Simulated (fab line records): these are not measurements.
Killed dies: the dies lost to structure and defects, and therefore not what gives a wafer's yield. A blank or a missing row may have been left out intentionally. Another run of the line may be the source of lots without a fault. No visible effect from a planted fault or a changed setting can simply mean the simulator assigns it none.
fab line records + flow n5Finfet
record
- lots=5
- wafers=13
- lastDay=17
route steps=1938 shown HKMG_FIN@426 BEOL_M4@1111
lots with no fault: from the same line, run without faults
startH: the number of hours between the record's first day and the start of the first shown wafer of the lot + waitH: hours since the lot's step before + " repeats the value in the row above + L1.1+2: several wafers, shown together as one row + - either no value or no given start + * or withheld: withheld + < > ~ a bound
route shown NAME@n: a module of which the file shows steps, and the number in the route of the first + usual: mean/standard deviation of fault-free wafers + same: alike in all rows + chamber/n: place in a boat + sites: each site's reading + _std_site: the values' standard deviation + _edge_site: outer sites' mean less inner sites' + radiusMm: how far each site lies from the wafer's centre + mask NAME#n: copy n + behind: the last tool/chamber to shape the wafer + hold: cause of the lot's hold/its duration in hours/its outcome + device: names the non-switching transistor (n, p or np) + end of line: the same wafers' tests at the end of the route + a step with no rows: only its recipe + killed: dies lost to structure and defects at the first sort, not the wafer's yield + map: the dies of a wafer, with x for killed, . for not killed, _ for no die there
set.NAME: the setting the step ran with; set.NAME@STEP: the setting that earlier step ran with + model.NAME: the simulator's own value behind a step, which no gauge read
lots at some steps of the route; a table a step, a row a wafer
services: the hour from which a tool's chamber was out of use, counted from the record's first day as startH (under 0 if before that day), plus the number of hours and why
## steps
# step N5_HKMG_FIN_SOFTBAKE_07
# recipe
- tempC=110
- timeS=60
- resist=CAR-ArF
# step N5_HKMG_FIN_EXPOSE_09
# recipe
- maskId=NWFM
- na=1.35
- sourceShape=conventional
- sigmaOuter=0.8
- polarization=unpolarized
- targetCdNm=98
- doseMj=39.25
# step N5_HKMG_FIN_PEB_10
# recipe
- pebTempC=withheld
- pebTimeS=60
- resist=CAR-ArF
# step N5_HKMG_FIN_DEVELOP_11
# recipe
- developTimeS=30
- developer=TMAH
- resist=CAR-ArF
- devTempC=23
- rinseLiquid=diw
- dry=airSpin
# step N5_HKMG_FIN_DESCUM_17
# recipe
- chemistry=O2
- timeS=7.9
- sourcePowerW=50
- biasPowerW=20
- pressureMtorr=20
- rfFrequencyHz=2.712e+07
- tempC=40
- resist=CAR-ArF
- o2FlowSccm=225
# step N5_HKMG_FIN_ETCH_31
# recipe
- chemistry=CF4
- target=SiARC
- targetDepthA=455
- maskMaterial=CAR-ArF
- timeS=75.8
- ionEnergyEv=80
- pressureMtorr=40
- sourceW=545
- biasW=36
- Ar_flow_sccm=100
- cf4FlowSccm=100
- ends=cleared
# step N5_HKMG_FIN_ETCH_32
# recipe
- chemistry=N2/H2
- target=SOC
- targetDepthA=2400
- tempC=40
- timeS=300
- ionEnergyEv=200
- maskMaterial=SiARC
- pressureMtorr=30
- sourceW=840
- biasW=150
- n2FlowSccm=200
- h2FlowSccm=200
# step N5_HKMG_FIN_STRIP_33
# recipe
- chemistry=N2/H2
- tempC=40
- n2FlowSccm=200
- h2FlowSccm=200
- rfFrequencyHz=6e+07
# step N5_HKMG_FIN_STRIP_34
# recipe
- chemistry=CF4
- resist=SiARC
- powerW=300
- biasPowerW=75
- pressureMtorr=50
- cf4FlowSccm=150
- rfFrequencyHz=6e+07
# step N5_HKMG_FIN_ETCH_35
# recipe
- chemistry=N2/H2
- target=SOC
- targetDepthA=2158
- ionEnergyEv=65
- biasW=5
- sourceW=3000
- timeS=243.4
- pressureMtorr=30
- n2FlowSccm=200
- h2FlowSccm=200
# usual
- drypumpMotorCurrentA=5.7/0.51
- n2FlowSccm=200.1/0.56
- oesProductAu=0.82/0.078
- rfVppV=141.8/1.2
- runLengthS=267.1/0.42
- showerheadPlenumPTorr=2.55/0.1
- throttleValvePct=17.81/0.18
| lot.wafer | tool       | chamber | startH | waitH | drypumpMotorCurrentA | n2FlowSccm | oesProductAu | rfHoursCounterH | rfVppV | runLengthS | showerheadPlenumPTorr | throttleValvePct | model.HKMG_FIN.featureDepthNm | model.SOC_of_HKMG_FIN_COAT_29.thkNm | model.etch.depthNm |
|-----------|------------|---------|--------|-------|----------------------|------------|--------------|-----------------|--------|------------|-----------------------|------------------|-------------------------------|-------------------------------------|--------------------|
| L843.2    | rieDiel-01 | 2       | 116.35 | 0.0   | 6.4                  | 200.7      | 0.71         | 233             | 141.8  | 227.1      | 2.50                  | 17.87            | 181                           | 119.4                               | 181                |
| L843.6    | "          | 1       | "      | "     | 5.3                  | 199.8      | 0.72         | -               | 142.7  | 267.1      | 2.54                  | 17.98            | 216.8                         | 82.6                                | 216.8              |
| L844.1    | rieDiel-01 | 2       | 119.36 | 0.0   | 6.4                  | 200.7      | 0.71         | 235             | 141.2  | 226.4      | 2.50                  | 17.86            | 180.4                         | 118.2                               | 180.4              |
| L844.6    | "          | 1       | "      | "     | 5.3                  | 200.1      | 0.71         | -               | 139.9  | 267.3      | 2.53                  | 17.97            | 216                           | 83.2                                | 216                |
| L845.2    | rieDiel-01 | 0       | 129.18 | 0.0   | 6.1                  | 200.0      | 0.74         | 206             | 140.2  | 226.3      | 2.42                  | 18.04            | 185.4                         | 113.6                               | 185.5              |
| L845.3    | "          | 1       | "      | "     | 5.3                  | 200.3      | 0.71         | 196             | 142.4  | 266.8      | 2.53                  | 18.02            | 216                           | 82.8                                | 216                |
| L845.5    | "          | 3       | "      | "     | 5.7                  | 200.0      | 0.89         | -               | 140.2  | 267.2      | 2.48                  | 17.69            | 215                           | 83.6                                | 214.9              |
| L850.1    | rieDiel-02 | 1       | 155.76 | 0.0   | 5.6                  | 199.8      | 0.85         | 55              | 141.7  | 266.7      | 2.58                  | 17.49            | 220.4                         | 79.8                                | 220.5              |
| L850.2    | "          | 3       | "      | "     | 4.8                  | 200.5      | 0.84         | 65              | 142.1  | 267.1      | 2.46                  | 17.77            | 213                           | 86.8                                | 213                |
| L850.5    | "          | 3       | "      | "     | 4.7                  | 200.2      | 0.82         | -               | 139.7  | 267.0      | 2.46                  | 17.77            | 214                           | 85.8                                | 214.1              |
| L859.3    | rieDiel-01 | 2       | 208.53 | 0.0   | 6.4                  | 200.0      | 0.92         | 10              | 141.6  | 266.9      | 2.49                  | 17.52            | 213.6                         | 86.8                                | 213.6              |
| L859.4    | "          | 0       | "      | "     | 6.1                  | 200.4      | 0.72         | 240             | 142.8  | 266.5      | 2.40                  | 18.10            | 221                           | 80.2                                | 220.9              |
| L859.5    | "          | 0       | "      | "     | 6.1                  | 200.6      | 0.72         | -               | 141.0  | 266.9      | 2.40                  | 18.09            | 220.6                         | 79.6                                | 220.5              |
# step N5_HKMG_FIN_STRIP_92
# recipe
- chemistry=N2/H2
- material=SOC
- timeS=20
- powerW=500
- tempC=40
- pressureMtorr=50
- rfFrequencyHz=6e+07
- biasPowerW=8
- h2Frac=0.5
- n2FlowSccm=300
- h2FlowSccm=300
# usual
- biasPowerW=8.000/0.024
- drypumpMotorCurrentA=5.7/0.51
- n2FlowSccm=300.0/0.91
- oesProductAu=0.82/0.078
- rfVppV=54.2/0.93
- showerheadPlenumPTorr=3.37/0.13
- throttleValvePct=18.87/0.28
| lot.wafer | tool       | chamber | startH | waitH | biasPowerW | drypumpMotorCurrentA | n2FlowSccm | oesProductAu | rfHoursCounterH | rfVppV | showerheadPlenumPTorr | throttleValvePct | model.SOC_of_HKMG_FIN_COAT_29.thkNm |
|-----------|------------|---------|--------|-------|------------|----------------------|------------|--------------|-----------------|--------|-----------------------|------------------|-------------------------------------|
| L843.2    | rieDiel-01 | 2       | 116.50 | 0.1   | 8.008      | 6.4                  | 299.5      | 0.72         | 233             | 54.8   | 3.30                  | 18.82            | 109                                 |
| L843.6    | "          | 1       | "      | "     | 8.005      | 5.3                  | 301.5      | 0.70         | -               | 53.5   | 3.35                  | 19.22            | 72.6                                |
| L844.1    | rieDiel-01 | 2       | 119.51 | 0.1   | 7.978      | 6.3                  | 299.5      | 0.72         | 235             | 52.9   | 3.30                  | 18.80            | 107.8                               |
| L844.6    | "          | 1       | "      | "     | 8.011      | 5.3                  | 300.1      | 0.71         | -               | 54.7   | 3.35                  | 19.22            | 73                                  |
| L845.2    | rieDiel-01 | 0       | 129.32 | 0.1   | 8.005      | 6.1                  | 301.2      | 0.74         | 206             | 54.5   | 3.20                  | 19.15            | 103                                 |
| L845.3    | "          | 1       | "      | "     | 8.017      | 5.3                  | 300.1      | 0.70         | 196             | 54.3   | 3.35                  | 19.25            | 72.8                                |
| L845.5    | "          | 3       | "      | "     | 8.010      | 5.7                  | 299.7      | 0.88         | -               | 53.5   | 3.28                  | 18.73            | 73.6                                |
| L850.1    | rieDiel-02 | 1       | 155.91 | 0.1   | 7.950      | 5.6                  | 299.9      | 0.86         | 55              | 55.7   | 3.41                  | 18.37            | 69.4                                |
| L850.2    | "          | 3       | "      | "     | 7.972      | 4.8                  | 301.1      | 0.84         | 66              | 53.5   | 3.26                  | 18.68            | 76.6                                |
| L850.5    | "          | 3       | "      | "     | 7.984      | 4.8                  | 299.9      | 0.84         | -               | 53.9   | 3.26                  | 18.69            | 75.8                                |
| L859.3    | rieDiel-01 | 2       | 208.68 | 0.1   | 7.960      | 6.4                  | 299.7      | 0.91         | 10              | 53.8   | 3.29                  | 18.48            | 76.6                                |
| L859.4    | "          | 0       | "      | "     | 8.031      | 6.1                  | 300.1      | 0.71         | 240             | 53.7   | 3.18                  | 19.21            | 69.8                                |
| L859.5    | "          | 0       | "      | "     | 8.052      | 6.1                  | 299.4      | 0.71         | -               | 54.4   | 3.18                  | 19.20            | 69.2                                |
# step N5_HKMG_FIN_WET_ETCH_18
# recipe
- chemistry=SC1
- target=TiN
- mix=1:1:5
- tempC=*
- timeS=55
- targetDepthNm=5.2
- dry=ipaMarangoni
- rinseTimeS=30
- rinseTempC=23
# step N5_BEOL_M4_RC_MEAS_101
# usual
- DIBL_N=36.1/1.5
- DIBL_P=36.1/1.9
- IOFF_N=0.159/0.029
- IOFF_P=0.21/0.038
- ION_N=675/11
- ION_P=464/8.1
- SS_N=71.5/0.57
- SS_P=73.3/0.64
- VT_N=249/3.1
- VT_P=-250/3.8
| lot.wafer | tool      | chamber | startH | waitH | DIBL_N[mV/V] | DIBL_P[mV/V] | IOFF_N[nA/um] | IOFF_P[nA/um] | ION_N[uA/um] | ION_P[uA/um] | SS_N[mV/dec] | SS_P[mV/dec] | VT_N[mV] | VT_P[mV] |
|-----------|-----------|---------|--------|-------|--------------|--------------|---------------|---------------|--------------|--------------|--------------|--------------|----------|----------|
| L843.2    | prober-02 | 0       | 199.85 | 0.2   | 37.1         | 36.0         | 0.166         | 0.21          | 684          | 466          | 71.5         | 73.3         | 248      | -250     |
| L843.6    | "         | 0       | "      | "     | 37.6         | 35.9         | 0.170         | 0.20          | 669          | 458          | 71.9         | 73.2         | 247      | -251     |
| L844.1    | prober-01 | 0       | 201.14 | 0.0   | 33.2         | 32.1         | 0.114         | 0.15          | 660          | 456          | 70.8         | 72.6         | 253      | -255     |
| L844.6    | "         | 0       | "      | "     | 33.6         | 32.7         | 0.116         | 0.15          | 658          | 450          | 70.3         | 72.0         | 256      | -255     |
| L845.2    | prober-02 | 0       | 219.24 | 0.2   | 35.0         | 34.7         | 0.116         | 0.18          | 656          | 461          | 71.4         | 72.0         | 256      | -255     |
| L845.3    | "         | 0       | "      | "     | 35.2         | 35.0         | 0.128         | 0.19          | 659          | 454          | 71.9         | 72.3         | 252      | -250     |
| L845.5    | "         | 0       | "      | "     | 34.5         | 34.3         | 0.118         | 0.18          | 666          | 462          | 71.0         | 72.7         | 254      | -254     |
| L850.1    | prober-01 | 0       | 248.35 | 0.0   | 36.7         | 37.0         | 0.166         | 0.22          | 682          | 465          | 71.9         | 73.0         | 248      | -248     |
| L850.2    | "         | 0       | "      | "     | 36.1         | 36.4         | 0.141         | 0.20          | 680          | 464          | 71.0         | 73.5         | 252      | -250     |
| L850.5    | "         | 0       | "      | "     | 34.4         | 34.9         | 0.118         | 0.18          | 662          | 458          | 71.3         | 73.1         | 254      | -251     |
| L859.3    | prober-02 | 0       | 306.34 | 0.3   | 36.7         | 36.3         | 0.176         | 0.27          | 684          | 475          | 70.9         | 73.5         | 246      | -244     |
| L859.4    | "         | 0       | "      | "     | 35.1         | 35.1         | 0.153         | 0.27          | 675          | 482          | 70.9         | 73.0         | 249      | -242     |
| L859.5    | "         | 0       | "      | "     | 37.2         | 36.5         | 0.166         | 0.28          | 673          | 471          | 72.3         | 73.6         | 251      | -243     |
## services
| tool       | chamber | startH | hours | kind                        |
|------------|---------|--------|-------|-----------------------------|
| rieDiel-02 | 0       | 145.20 | 4.2   | repair                      |
| rieDiel-01 | 2       | 155.86 | -     | clean                       |
| rieDiel-01 | 2       | 155.86 | -     | consumableReplace:focusRing |
| rieDiel-01 | 2       | 155.86 | 24.8  | scheduledDown               |
| rieDiel-01 | 2       | 155.86 | 24.8  | ventCycle                   |
## key
firstSign
- step=N5_HKMG_FIN_ETCH_35
- reading=runLengthS
- direction=down
- sigmas=96
- usual=*
- struck=*
effect none on later readings
modelEffect
- step=N5_HKMG_FIN_ETCH_35
- value=HKMG_FIN.featureDepthNm
- without=218.7
- struck=182.3
modelEffect
- step=N5_HKMG_FIN_STRIP_92
- value=SOC_of_HKMG_FIN_COAT_29.thkNm
- without=70.13
- struck=106.6
metAt N5_HKMG_FIN_ETCH_35
struckWafers L843.2,L844.1,L845.2
fault
- kind=processParameterDrift
- tool=rieDiel-01
- chamber=-
- onsetH=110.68
- steps=N5_HKMG_FIN_ETCH_35
- channel=timeS
- offset=*
- shape=step
- endH=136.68
- scope=struckWafersOnly
- actsIn=*
- stated=*
